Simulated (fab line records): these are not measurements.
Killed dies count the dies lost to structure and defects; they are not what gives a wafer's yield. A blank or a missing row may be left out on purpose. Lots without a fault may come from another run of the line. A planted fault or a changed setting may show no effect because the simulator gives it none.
fab line records || flow nand_harc
[record] {"lots": 14, "wafers": 42, "last_day": 32}
route steps=1302 shown A_CHANNEL_FILL_D1@494 A_ONON_D2@547 END@1302
lots that met no fault: taken from a fault-free run of the same line
start_h: the number of hours between the record's first day and the start of the first shown wafer of the lot || wait_h: time in hours since the lot's previous step || " unchanged from the row above || L1.1+2: one row covering several wafers at once || - no value present, or no start provided || * or withheld: withheld || < > ~ a bound
route shown NAME@n: a module of which the file shows steps, and the number in the route of the first || usual: the fault-free wafers' mean and standard deviation || same: alike in all rows || chamber/n: place in a boat || sites: each site's reading || _std_site: standard deviation of those values || _edge_site: mean of outer sites minus mean of inner sites || radius_mm: how far each site lies from the wafer's centre || mask NAME#n: copy n || behind: tool/chamber where the wafer was last shaped || hold: what put the lot on hold/how long, in hours/how the hold closed || device: which transistor (n, p or np) failed to switch || end of line: the route-end tests of the same wafers || a step with no rows: only its recipe || killed: the dies lost at the first sort to structure and to defects; this is not the yield of the wafer || map: shows each die of a wafer: x if killed, . if not, _ if none is there
set.NAME: the setting that was run; set.NAME@STEP: the one run at that earlier step || model.NAME: the simulator's own value behind a step, which no gauge read
one table for each step of the route and one row for each wafer, over a sample of lots
services: when a tool's chamber went out of use (start_h, in hours from the record's first day, below 0 if earlier), for how many hours, and the reason
[[steps]]
[step NHARC_A_CHANNEL_FILL_D1_ALD_14]
[recipe] {"target_thk_a": 25, "pulse_time_s": 10, "ald_cycles": 25, "temp_c": 300, "material": "SiO2"}
[usual] {"heater_power_w": "454/48", "precursor_pulse_height_rel": "0.998/0.021"}
{"lot.wafer": "L420.3", "tool": "ald_hk-04", "chamber": 2, "start_h": 174.97, "wait_h": 0.1, "heater_power_w": 411, "precursor_pulse_height_rel": 1.032, "since_wet_clean_h": 110}
{"lot.wafer": "L420.6", "tool": "ald_hk-04", "chamber": 0, "start_h": 174.97, "wait_h": 0.1, "heater_power_w": 428, "precursor_pulse_height_rel": 0.966, "since_wet_clean_h": "-"}
{"lot.wafer": "L420.5", "tool": "ald_hk-04", "chamber": 1, "start_h": 174.97, "wait_h": 0.1, "heater_power_w": 421, "precursor_pulse_height_rel": 0.999, "since_wet_clean_h": "-"}
{"lot.wafer": "L419.3", "tool": "ald_hk-04", "chamber": 1, "start_h": 177.75, "wait_h": 0.1, "heater_power_w": 430, "precursor_pulse_height_rel": 1.005, "since_wet_clean_h": 113}
{"lot.wafer": "L419.2", "tool": "ald_hk-04", "chamber": 2, "start_h": 177.75, "wait_h": 0.1, "heater_power_w": 414, "precursor_pulse_height_rel": 1.001, "since_wet_clean_h": 113}
{"lot.wafer": "L419.6", "tool": "ald_hk-04", "chamber": 0, "start_h": 177.75, "wait_h": 0.1, "heater_power_w": 417, "precursor_pulse_height_rel": 1.033, "since_wet_clean_h": "-"}
{"lot.wafer": "L421.2", "tool": "ald_hk-01", "chamber": 3, "start_h": 197.44, "wait_h": 0.1, "heater_power_w": 442, "precursor_pulse_height_rel": 1.003, "since_wet_clean_h": 90}
{"lot.wafer": "L421.4", "tool": "ald_hk-01", "chamber": 0, "start_h": 197.44, "wait_h": 0.1, "heater_power_w": 496, "precursor_pulse_height_rel": 1.011, "since_wet_clean_h": 90}
{"lot.wafer": "L421.5", "tool": "ald_hk-01", "chamber": 3, "start_h": 197.44, "wait_h": 0.1, "heater_power_w": 449, "precursor_pulse_height_rel": 1.025, "since_wet_clean_h": "-"}
{"lot.wafer": "L423.4", "tool": "ald_hk-03", "chamber": 0, "start_h": 209.07, "wait_h": 0.3, "heater_power_w": 432, "precursor_pulse_height_rel": 0.983, "since_wet_clean_h": 11}
{"lot.wafer": "L423.1", "tool": "ald_hk-03", "chamber": 3, "start_h": 209.07, "wait_h": 0.3, "heater_power_w": 402, "precursor_pulse_height_rel": 1.026, "since_wet_clean_h": 11}
{"lot.wafer": "L423.6", "tool": "ald_hk-03", "chamber": 1, "start_h": 209.07, "wait_h": 0.3, "heater_power_w": 513, "precursor_pulse_height_rel": 1.009, "since_wet_clean_h": "-"}
{"lot.wafer": "L425.1", "tool": "ald_hk-03", "chamber": 3, "start_h": 234.13, "wait_h": 0.1, "heater_power_w": 401, "precursor_pulse_height_rel": 0.959, "since_wet_clean_h": 36}
{"lot.wafer": "L425.3", "tool": "ald_hk-03", "chamber": 0, "start_h": 234.13, "wait_h": 0.1, "heater_power_w": 425, "precursor_pulse_height_rel": 0.984, "since_wet_clean_h": 36}
{"lot.wafer": "L425.5", "tool": "ald_hk-03", "chamber": 2, "start_h": 234.13, "wait_h": 0.1, "heater_power_w": 535, "precursor_pulse_height_rel": 1.029, "since_wet_clean_h": "-"}
{"lot.wafer": "L429.1", "tool": "ald_hk-04", "chamber": 3, "start_h": 279.97, "wait_h": 0.3, "heater_power_w": 441, "precursor_pulse_height_rel": 1.015, "since_wet_clean_h": 36}
{"lot.wafer": "L429.4", "tool": "ald_hk-04", "chamber": 0, "start_h": 279.97, "wait_h": 0.3, "heater_power_w": 429, "precursor_pulse_height_rel": 0.986, "since_wet_clean_h": 36}
{"lot.wafer": "L429.2", "tool": "ald_hk-04", "chamber": 1, "start_h": 279.97, "wait_h": 0.3, "heater_power_w": 438, "precursor_pulse_height_rel": 1.002, "since_wet_clean_h": 36}
{"lot.wafer": "L431.3", "tool": "ald_hk-03", "chamber": 2, "start_h": 298.57, "wait_h": 0.0, "heater_power_w": 536, "precursor_pulse_height_rel": 0.969, "since_wet_clean_h": 100}
{"lot.wafer": "L431.2", "tool": "ald_hk-03", "chamber": 1, "start_h": 298.57, "wait_h": 0.0, "heater_power_w": 509, "precursor_pulse_height_rel": 1.006, "since_wet_clean_h": 101}
{"lot.wafer": "L431.6", "tool": "ald_hk-03", "chamber": 2, "start_h": 298.57, "wait_h": 0.0, "heater_power_w": 548, "precursor_pulse_height_rel": 1.034, "since_wet_clean_h": "-"}
{"lot.wafer": "L434.4", "tool": "ald_hk-01", "chamber": 1, "start_h": 315.42, "wait_h": 0.0, "heater_power_w": 424, "precursor_pulse_height_rel": 1.057, "since_wet_clean_h": 30}
{"lot.wafer": "L434.3", "tool": "ald_hk-01", "chamber": 2, "start_h": 315.42, "wait_h": 0.0, "heater_power_w": 515, "precursor_pulse_height_rel": 1.043, "since_wet_clean_h": 30}
{"lot.wafer": "L434.6", "tool": "ald_hk-01", "chamber": 1, "start_h": 315.42, "wait_h": 0.0, "heater_power_w": 430, "precursor_pulse_height_rel": 0.976, "since_wet_clean_h": "-"}
{"lot.wafer": "L436.1", "tool": "ald_hk-03", "chamber": 1, "start_h": 347.60, "wait_h": 2.3, "heater_power_w": 497, "precursor_pulse_height_rel": 0.987, "since_wet_clean_h": 150}
{"lot.wafer": "L436.6", "tool": "ald_hk-03", "chamber": 1, "start_h": 347.60, "wait_h": 2.3, "heater_power_w": 499, "precursor_pulse_height_rel": 1.013, "since_wet_clean_h": "-"}
{"lot.wafer": "L436.5", "tool": "ald_hk-03", "chamber": 2, "start_h": 347.60, "wait_h": 2.3, "heater_power_w": 559, "precursor_pulse_height_rel": 1.007, "since_wet_clean_h": "-"}
{"lot.wafer": "L438.4", "tool": "ald_hk-03", "chamber": 0, "start_h": 364.52, "wait_h": 0.1, "heater_power_w": 437, "precursor_pulse_height_rel": 0.957, "since_wet_clean_h": 166}
{"lot.wafer": "L438.3", "tool": "ald_hk-03", "chamber": 1, "start_h": 364.52, "wait_h": 0.1, "heater_power_w": 509, "precursor_pulse_height_rel": 0.967, "since_wet_clean_h": 166}
{"lot.wafer": "L438.2", "tool": "ald_hk-03", "chamber": 2, "start_h": 364.52, "wait_h": 0.1, "heater_power_w": 544, "precursor_pulse_height_rel": 0.979, "since_wet_clean_h": 167}
{"lot.wafer": "L439.4", "tool": "ald_hk-01", "chamber": 0, "start_h": 364.53, "wait_h": 0.1, "heater_power_w": 498, "precursor_pulse_height_rel": 1.010, "since_wet_clean_h": 79}
{"lot.wafer": "L439.6", "tool": "ald_hk-01", "chamber": 3, "start_h": 364.53, "wait_h": 0.1, "heater_power_w": 462, "precursor_pulse_height_rel": 0.991, "since_wet_clean_h": "-"}
{"lot.wafer": "L439.5", "tool": "ald_hk-01", "chamber": 0, "start_h": 364.53, "wait_h": 0.1, "heater_power_w": 492, "precursor_pulse_height_rel": 0.983, "since_wet_clean_h": "-"}
{"lot.wafer": "L440.2", "tool": "ald_hk-03", "chamber": 0, "start_h": 387.39, "wait_h": 0.0, "heater_power_w": 399, "precursor_pulse_height_rel": 1.010, "since_wet_clean_h": 11}
{"lot.wafer": "L440.4", "tool": "ald_hk-03", "chamber": 2, "start_h": 387.39, "wait_h": 0.0, "heater_power_w": 518, "precursor_pulse_height_rel": 1.025, "since_wet_clean_h": 11}
{"lot.wafer": "L440.5", "tool": "ald_hk-03", "chamber": 1, "start_h": 387.39, "wait_h": 0.0, "heater_power_w": 486, "precursor_pulse_height_rel": 0.982, "since_wet_clean_h": "-"}
{"lot.wafer": "L441.1", "tool": "ald_hk-04", "chamber": 2, "start_h": 387.39, "wait_h": 0.0, "heater_power_w": 407, "precursor_pulse_height_rel": 1.049, "since_wet_clean_h": 143}
{"lot.wafer": "L441.2", "tool": "ald_hk-04", "chamber": 0, "start_h": 387.39, "wait_h": 0.0, "heater_power_w": 420, "precursor_pulse_height_rel": 0.975, "since_wet_clean_h": 143}
{"lot.wafer": "L441.4", "tool": "ald_hk-04", "chamber": 1, "start_h": 387.39, "wait_h": 0.0, "heater_power_w": 441, "precursor_pulse_height_rel": 0.984, "since_wet_clean_h": 143}
{"lot.wafer": "L442.3", "tool": "ald_hk-03", "chamber": 2, "start_h": 395.82, "wait_h": 0.1, "heater_power_w": 525, "precursor_pulse_height_rel": 0.974, "since_wet_clean_h": 20}
{"lot.wafer": "L442.1", "tool": "ald_hk-03", "chamber": 3, "start_h": 395.82, "wait_h": 0.1, "heater_power_w": 380, "precursor_pulse_height_rel": 0.990, "since_wet_clean_h": 20}
{"lot.wafer": "L442.2", "tool": "ald_hk-03", "chamber": 0, "start_h": 395.82, "wait_h": 0.1, "heater_power_w": 401, "precursor_pulse_height_rel": 1.011, "since_wet_clean_h": 20}
[step NHARC_A_ONON_D2_DEP_03]
[recipe] {"target_thk_a": 10000, "n2_flow_sccm": 2750, "n2o_flow_sccm": 2000, "nh3_flow_sccm": 500, "sih4_flow_sccm": 210, "temp_c": 400}
{"lot.wafer": "L420.3+5+6", "tool": "pecvd_onon-04", "chamber": 0, "start_h": 254.91, "wait_h": 0.2}
{"lot.wafer": "L419.2+3+6", "tool": "pecvd_onon-02", "chamber": 0, "start_h": 254.96, "wait_h": 0.1}
{"lot.wafer": "L421.2+4+5", "tool": "pecvd_onon-03", "chamber": 0, "start_h": 273.87, "wait_h": 0.1}
{"lot.wafer": "L423.1+4+6", "tool": "pecvd_onon-04", "chamber": 0, "start_h": 285.18, "wait_h": 0.1}
{"lot.wafer": "L425.1+3+5", "tool": "pecvd_onon-04", "chamber": 0, "start_h": 312.99, "wait_h": 0.1}
{"lot.wafer": "L429.1+2+4", "tool": "pecvd_onon-03", "chamber": 0, "start_h": 358.23, "wait_h": 0.1}
{"lot.wafer": "L431.2+3+6", "tool": "pecvd_onon-03", "chamber": 0, "start_h": 377.47, "wait_h": 0.1}
{"lot.wafer": "L434.3+4+6", "tool": "pecvd_onon-04", "chamber": 0, "start_h": 390.08, "wait_h": 0.2}
{"lot.wafer": "L436.1+5+6", "tool": "pecvd_onon-04", "chamber": 0, "start_h": 420.22, "wait_h": 0.1}
{"lot.wafer": "L438.2+3+4", "tool": "pecvd_onon-02", "chamber": 0, "start_h": 442.45, "wait_h": 0.1}
{"lot.wafer": "L439.4+5+6", "tool": "pecvd_onon-04", "chamber": 0, "start_h": 442.57, "wait_h": 0.2}
{"lot.wafer": "L441.1+2+4", "tool": "pecvd_onon-02", "chamber": 0, "start_h": 465.62, "wait_h": 0.1}
{"lot.wafer": "L440.2+4+5", "tool": "pecvd_onon-04", "chamber": 0, "start_h": 465.67, "wait_h": 0.1}
{"lot.wafer": "L442.1+2+3", "tool": "pecvd_onon-02", "chamber": 0, "start_h": 475.04, "wait_h": 0.2}
[step NHARC_A_ONON_D2_THK_MEAS_05]
[recipe] {"thk_meas_gauge": "ellipsometry"}
[usual] {"thk_nm": "997/9.9"}
{"lot.wafer": "L420.3", "tool": "film_metro-02", "chamber": "-", "start_h": 255.30, "wait_h": "-", "thk_nm": 981}
{"lot.wafer": "L420.5", "tool": "film_metro-02", "chamber": "-", "start_h": 255.30, "wait_h": "-", "thk_nm": 984}
{"lot.wafer": "L420.6", "tool": "film_metro-02", "chamber": "-", "start_h": 255.30, "wait_h": "-", "thk_nm": 982}
{"lot.wafer": "L419.2", "tool": "film_metro-01", "chamber": "-", "start_h": 255.41, "wait_h": "-", "thk_nm": 1000}
{"lot.wafer": "L419.3", "tool": "film_metro-01", "chamber": "-", "start_h": 255.41, "wait_h": "-", "thk_nm": 999}
{"lot.wafer": "L419.6", "tool": "film_metro-01", "chamber": "-", "start_h": 255.41, "wait_h": "-", "thk_nm": 1002}
{"lot.wafer": "L421.2", "tool": "film_metro-02", "chamber": "-", "start_h": 274.32, "wait_h": "-", "thk_nm": 1001}
{"lot.wafer": "L421.4", "tool": "film_metro-02", "chamber": "-", "start_h": 274.32, "wait_h": "-", "thk_nm": 1002}
{"lot.wafer": "L421.5", "tool": "film_metro-02", "chamber": "-", "start_h": 274.32, "wait_h": "-", "thk_nm": 1002}
{"lot.wafer": "L423.1", "tool": "film_metro-02", "chamber": "-", "start_h": 285.69, "wait_h": "-", "thk_nm": 1019}
{"lot.wafer": "L423.4", "tool": "film_metro-02", "chamber": "-", "start_h": 285.69, "wait_h": "-", "thk_nm": 1018}
{"lot.wafer": "L423.6", "tool": "film_metro-02", "chamber": "-", "start_h": 285.69, "wait_h": "-", "thk_nm": 1017}
{"lot.wafer": "L425.1", "tool": "film_metro-02", "chamber": "-", "start_h": 313.50, "wait_h": "-", "thk_nm": 1001}
{"lot.wafer": "L425.3", "tool": "film_metro-02", "chamber": "-", "start_h": 313.50, "wait_h": "-", "thk_nm": 1000}
{"lot.wafer": "L425.5", "tool": "film_metro-02", "chamber": "-", "start_h": 313.50, "wait_h": "-", "thk_nm": 1000}
{"lot.wafer": "L429.1", "tool": "film_metro-01", "chamber": "-", "start_h": 358.74, "wait_h": "-", "thk_nm": 1159}
{"lot.wafer": "L429.2", "tool": "film_metro-01", "chamber": "-", "start_h": 358.74, "wait_h": "-", "thk_nm": 1159}
{"lot.wafer": "L429.4", "tool": "film_metro-01", "chamber": "-", "start_h": 358.74, "wait_h": "-", "thk_nm": 1160}
{"lot.wafer": "L431.2", "tool": "film_metro-01", "chamber": "-", "start_h": 377.93, "wait_h": "-", "thk_nm": 1157}
{"lot.wafer": "L431.3", "tool": "film_metro-01", "chamber": "-", "start_h": 377.93, "wait_h": "-", "thk_nm": 1154}
{"lot.wafer": "L431.6", "tool": "film_metro-01", "chamber": "-", "start_h": 377.93, "wait_h": "-", "thk_nm": 1156}
{"lot.wafer": "L434.3", "tool": "film_metro-02", "chamber": "-", "start_h": 390.48, "wait_h": "-", "thk_nm": 1004}
{"lot.wafer": "L434.4", "tool": "film_metro-02", "chamber": "-", "start_h": 390.48, "wait_h": "-", "thk_nm": 1004}
{"lot.wafer": "L434.6", "tool": "film_metro-02", "chamber": "-", "start_h": 390.48, "wait_h": "-", "thk_nm": 1004}
{"lot.wafer": "L436.1", "tool": "film_metro-01", "chamber": "-", "start_h": 420.73, "wait_h": "-", "thk_nm": 985}
{"lot.wafer": "L436.5", "tool": "film_metro-01", "chamber": "-", "start_h": 420.73, "wait_h": "-", "thk_nm": 984}
{"lot.wafer": "L436.6", "tool": "film_metro-01", "chamber": "-", "start_h": 420.73, "wait_h": "-", "thk_nm": 985}
{"lot.wafer": "L439.4", "tool": "film_metro-01", "chamber": "-", "start_h": 442.91, "wait_h": "-", "thk_nm": 1006}
{"lot.wafer": "L439.5", "tool": "film_metro-01", "chamber": "-", "start_h": 442.91, "wait_h": "-", "thk_nm": 1004}
{"lot.wafer": "L439.6", "tool": "film_metro-01", "chamber": "-", "start_h": 442.91, "wait_h": "-", "thk_nm": 1006}
{"lot.wafer": "L438.2", "tool": "film_metro-02", "chamber": "-", "start_h": 442.91, "wait_h": "-", "thk_nm": 1002}
{"lot.wafer": "L438.3", "tool": "film_metro-02", "chamber": "-", "start_h": 442.91, "wait_h": "-", "thk_nm": 1002}
{"lot.wafer": "L438.4", "tool": "film_metro-02", "chamber": "-", "start_h": 442.91, "wait_h": "-", "thk_nm": 1005}
{"lot.wafer": "L440.2", "tool": "film_metro-02", "chamber": "-", "start_h": 466.12, "wait_h": "-", "thk_nm": 1005}
{"lot.wafer": "L440.4", "tool": "film_metro-02", "chamber": "-", "start_h": 466.12, "wait_h": "-", "thk_nm": 1003}
{"lot.wafer": "L440.5", "tool": "film_metro-02", "chamber": "-", "start_h": 466.12, "wait_h": "-", "thk_nm": 1005}
{"lot.wafer": "L441.1", "tool": "film_metro-01", "chamber": "-", "start_h": 466.13, "wait_h": "-", "thk_nm": 1002}
{"lot.wafer": "L441.2", "tool": "film_metro-01", "chamber": "-", "start_h": 466.13, "wait_h": "-", "thk_nm": 1001}
{"lot.wafer": "L441.4", "tool": "film_metro-01", "chamber": "-", "start_h": 466.13, "wait_h": "-", "thk_nm": 1000}
{"lot.wafer": "L442.1", "tool": "film_metro-01", "chamber": "-", "start_h": 475.55, "wait_h": "-", "thk_nm": 1003}
{"lot.wafer": "L442.2", "tool": "film_metro-01", "chamber": "-", "start_h": 475.55, "wait_h": "-", "thk_nm": 1005}
{"lot.wafer": "L442.3", "tool": "film_metro-01", "chamber": "-", "start_h": 475.55, "wait_h": "-", "thk_nm": 1005}
[step NHARC_END_SORT_01]
[recipe] {"temp_c": 25}
[usual] {"killed_at_array": "62/18", "killed_at_other": "0.9/1.2", "killed_at_periphery": "4.2/2.9", "killed_dies": "67/17", "killed_open": "3.6/1.9", "killed_short": "2.5/1.6"}
[same] {"gross_dies": 677}
{"lot.wafer": "L429.1", "tool": "prober-02", "chamber": 0, "start_h": 647.57, "wait_h": 2.5, "killed_at_array": 676, "killed_at_other": 0, "killed_at_periphery": 1, "killed_dies": 677, "killed_open": 4, "killed_short": 1}
{"lot.wafer": "L429.2", "tool": "prober-02", "chamber": 0, "start_h": 648.37, "wait_h": 2.8, "killed_at_array": 676, "killed_at_other": 0, "killed_at_periphery": 1, "killed_dies": 677, "killed_open": 1, "killed_short": 5}
{"lot.wafer": "L429.4", "tool": "prober-02", "chamber": 0, "start_h": 649.95, "wait_h": 3.4, "killed_at_array": 676, "killed_at_other": 0, "killed_at_periphery": 1, "killed_dies": 677, "killed_open": 3, "killed_short": 2}
{"lot.wafer": "L431.2", "tool": "prober-02", "chamber": 0, "start_h": 667.73, "wait_h": 2.8, "killed_at_array": 670, "killed_at_other": 0, "killed_at_periphery": 7, "killed_dies": 677, "killed_open": 1, "killed_short": 3}
{"lot.wafer": "L431.3", "tool": "prober-02", "chamber": 0, "start_h": 668.52, "wait_h": 3.1, "killed_at_array": 671, "killed_at_other": 2, "killed_at_periphery": 4, "killed_dies": 677, "killed_open": 2, "killed_short": 5}
{"lot.wafer": "L431.6", "tool": "prober-02", "chamber": 0, "start_h": 670.90, "wait_h": 4.0, "killed_at_array": 668, "killed_at_other": 1, "killed_at_periphery": 8, "killed_dies": 677, "killed_open": 2, "killed_short": 1}
// killed by level:class
L429.1 A_ONON_D2:area_dep=604 A_SLIT:chamber_film_flake=38 A_CHANNEL_HOLE_D1:chamber_film_flake=25 A_M0:geometric_particle:open=2 A_STAIRCASE:chamber_film_flake=2 A_SGD_CUT:chamber_film_flake=2 P_GATE:geometric_particle:short=1 A_CHANNEL_HOLE_D1:geometric_particle:open=1
L429.2 A_ONON_D2:area_dep=601 A_CHANNEL_HOLE_D1:chamber_film_flake=37 A_SLIT:chamber_film_flake=28 A_CHANNEL_FILL_D1:geometric_particle:short=4 A_STAIRCASE:chamber_film_flake=2 A_CHANNEL_FILL_D2:geometric_particle:short=1 A_WL_FILL:geometric_particle:open=1 P_STI:chamber_film_flake=1
L429.4 A_ONON_D2:area_dep=603 A_CHANNEL_HOLE_D1:chamber_film_flake=34 A_SLIT:chamber_film_flake=28 A_SGD_CUT:chamber_film_flake=4 A_CONTACT:chamber_film_flake=2 A_ONON_D1:geometric_particle:short=1 A_CHANNEL_HOLE_D1:geometric_particle:open=1 A_CHANNEL_FILL_D1:geometric_particle:open=1
L431.2 A_ONON_D2:area_dep=629 A_CHANNEL_HOLE_D2:chamber_film_flake=19 A_CHANNEL_HOLE_D1:chamber_film_flake=8 P_BONDPAD:chamber_film_flake=4 A_SLIT:chamber_film_flake=4 A_STAIRCASE:chamber_film_flake=3 P_GATE:chamber_film_flake=2 A_CHANNEL_FILL_D1:geometric_particle:short=1
L431.3 A_ONON_D2:area_dep=629 A_CHANNEL_HOLE_D2:chamber_film_flake=20 A_CHANNEL_HOLE_D1:chamber_film_flake=10 A_SLIT:chamber_film_flake=4 STARTING-WAFER:geometric_particle:short=2 A_BLC:chamber_film_flake=2 P_CONTACT:geometric_particle:open=1 P_CONTACT:geometric_particle:short=1
L431.6 A_ONON_D2:area_dep=637 A_CHANNEL_HOLE_D2:chamber_film_flake=14 A_CHANNEL_HOLE_D1:chamber_film_flake=8 P_BONDPAD:chamber_film_flake=5 A_SLIT:chamber_film_flake=2 A_CONTACT:chamber_film_flake=2 A_BLC:chamber_film_flake=2 P_CONTACT:geometric_particle:open=1
[[services]]
{"tool": "ald_hk-04", "chamber": "-", "start_h": 151.46, "hours": 1.0, "kind": "repair"}
{"tool": "pecvd_onon-04", "chamber": "-", "start_h": 153.49, "hours": 4.1, "kind": "repair"}
{"tool": "pecvd_onon-02", "chamber": "-", "start_h": 161.00, "hours": 13.0, "kind": "pm"}
{"tool": "ald_hk-03", "chamber": "-", "start_h": 188.14, "hours": 10.0, "kind": "pm"}
{"tool": "ald_hk-03", "chamber": 0, "start_h": 188.14, "hours": 10.0, "kind": "vent_cycle"}
{"tool": "ald_hk-03", "chamber": 1, "start_h": 188.14, "hours": 10.0, "kind": "vent_cycle"}
{"tool": "ald_hk-03", "chamber": 2, "start_h": 188.14, "hours": 10.0, "kind": "vent_cycle"}
{"tool": "ald_hk-03", "chamber": 3, "start_h": 188.14, "hours": 10.0, "kind": "vent_cycle"}
{"tool": "ald_hk-03", "chamber": 0, "start_h": 198.14, "hours": "-", "kind": "clean"}
{"tool": "ald_hk-03", "chamber": 1, "start_h": 198.14, "hours": "-", "kind": "clean"}
{"tool": "ald_hk-03", "chamber": 2, "start_h": 198.14, "hours": "-", "kind": "clean"}
{"tool": "ald_hk-03", "chamber": 3, "start_h": 198.14, "hours": "-", "kind": "clean"}
{"tool": "pecvd_onon-03", "chamber": "-", "start_h": 203.00, "hours": 13.0, "kind": "pm"}
{"tool": "ald_hk-04", "chamber": "-", "start_h": 234.10, "hours": 10.0, "kind": "pm"}
{"tool": "pecvd_onon-04", "chamber": "-", "start_h": 287.19, "hours": 13.0, "kind": "pm"}
{"tool": "pecvd_onon-02", "chamber": "-", "start_h": 342.00, "hours": 13.0, "kind": "pm"}
{"tool": "ald_hk-03", "chamber": "-", "start_h": 366.14, "hours": 10.0, "kind": "pm"}
{"tool": "pecvd_onon-03", "chamber": "-", "start_h": 384.00, "hours": 13.0, "kind": "pm"}
{"tool": "ald_hk-04", "chamber": "-", "start_h": 412.21, "hours": 0.5, "kind": "repair"}
{"tool": "ald_hk-04", "chamber": "-", "start_h": 412.76, "hours": 10.0, "kind": "pm"}
{"tool": "ald_hk-01", "chamber": "-", "start_h": 417.33, "hours": 1.9, "kind": "repair"}
{"tool": "pecvd_onon-04", "chamber": "-", "start_h": 450.25, "hours": 0.2, "kind": "repair"}
{"tool": "ald_hk-01", "chamber": "-", "start_h": 453.66, "hours": 10.0, "kind": "pm"}
{"tool": "pecvd_onon-04", "chamber": "-", "start_h": 468.19, "hours": 13.0, "kind": "pm"}
[[key]]
[first_sign] {"step": "NHARC_A_ONON_D2_THK_MEAS_05", "reading": "thk_nm", "direction": "up", "sigmas": 16, "usual": 997, "struck": 1157}
[effect] {"step": "NHARC_END_SORT_01", "reading": "killed_dies", "direction": "up", "sigmas": 35, "usual": 67, "struck": 677}
[more_kills_born_at] {"NHARC_A_ONON_D2_DEP_03@pecvd_onon-03": 3703}
met_at NHARC_A_ONON_D2_DEP_03
struck_lots L429,L431
later_rows_left_out L429.1,L429.2,L429.4,L431.2,L431.3,L431.6
tester_left_out L429,L431
not_acting_at NHARC_A_CHANNEL_FILL_D1_ALD_14
onset_between 273.87 358.23
[fault] {"kind": "process_parameter_drift", "tool": "pecvd_onon-03", "chamber": "-", "onset_h": 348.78, "steps": "NHARC_A_ONON_D2_DEP_03", "channel": "target_thk_a", "offset": "*", "shape": "step", "end_h": 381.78, "acts_in": "*", "stated": "*"}
// tester_left_out: of these lots the tester's yield and bins aren't shown, on N5 and GAA mostly nor the transistor test; their killed dies are dies lost to structure and defects alone, not to doping, threshold or leakage, so they don't give the yield
// later_rows_left_out: the simulator's readings of these wafers behind a module that went badly wrong aren't trusted and aren't shown, but for the sort
